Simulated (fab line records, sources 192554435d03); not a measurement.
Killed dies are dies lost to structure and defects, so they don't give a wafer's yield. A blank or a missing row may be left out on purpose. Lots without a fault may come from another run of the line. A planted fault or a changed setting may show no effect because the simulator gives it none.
Chamber matching | flow n5_finfet | N5_PMOS_HMC_CHANNEL_EPI_HM_DEP_34 on pecvd-04: 3 sister chambers
The step deposits SiO2 from TEOS/O2, target thk 36 nm, time 6.9 s. 3 wafers are shown with their chamber, then 10 later ones without.

WAFERS WITH THEIR CHAMBER
wafer  | chamber | throttle_valve_pct (%)
L085.4 | 2       | 19.0
L088.1 | 1       | 17.6
L088.4 | 0       | 19.1

WAFERS WITHOUT THEIR CHAMBER
wafer  | throttle_valve_pct (%)
L088.6 | 19.3
L089.3 | 18.1
L089.4 | 18.9
L089.6 | 17.9
L092.2 | 17.6
L092.4 | 17.9
L092.5 | 19.0
L097.1 | 19.4
L097.2 | 17.9
L097.5 | 17.9

WHICH CHAMBER EACH WENT THROUGH
wafer  | from the rows above          | in truth
L088.6 | can't be placed: 0 or 2      | 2
L089.3 | can't be placed: 1 or 2 or 0 | 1
L089.4 | can't be placed: 2 or 0      | 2
L089.6 | 1                            | 1
L092.2 | 1                            | 1
L092.4 | 1                            | 1
L092.5 | can't be placed: 2 or 0      | 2
L097.1 | can't be placed: 0 or 2      | 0
L097.2 | 1                            | 1
L097.5 | 1                            | 1
Placed correctly: 5 of 10. Can't be placed from these rows: 5 (the true chamber is among the candidates in 5). Placed wrongly: 0.
How it was worked out, from the rows above alone: a wafer's distance from a chamber is the root of the sum, over the readings, of the square of ((its reading less the chamber's mean) divided by the reading's scatter). The wafer belongs to the nearest chamber; if the next one is less than 2 further off, it can't be placed. A chamber's mean is the mean of its shown wafers. The scatter: with one shown wafer a chamber, the root of the mean of the squares of how far each hidden wafer lies from its nearest shown one.
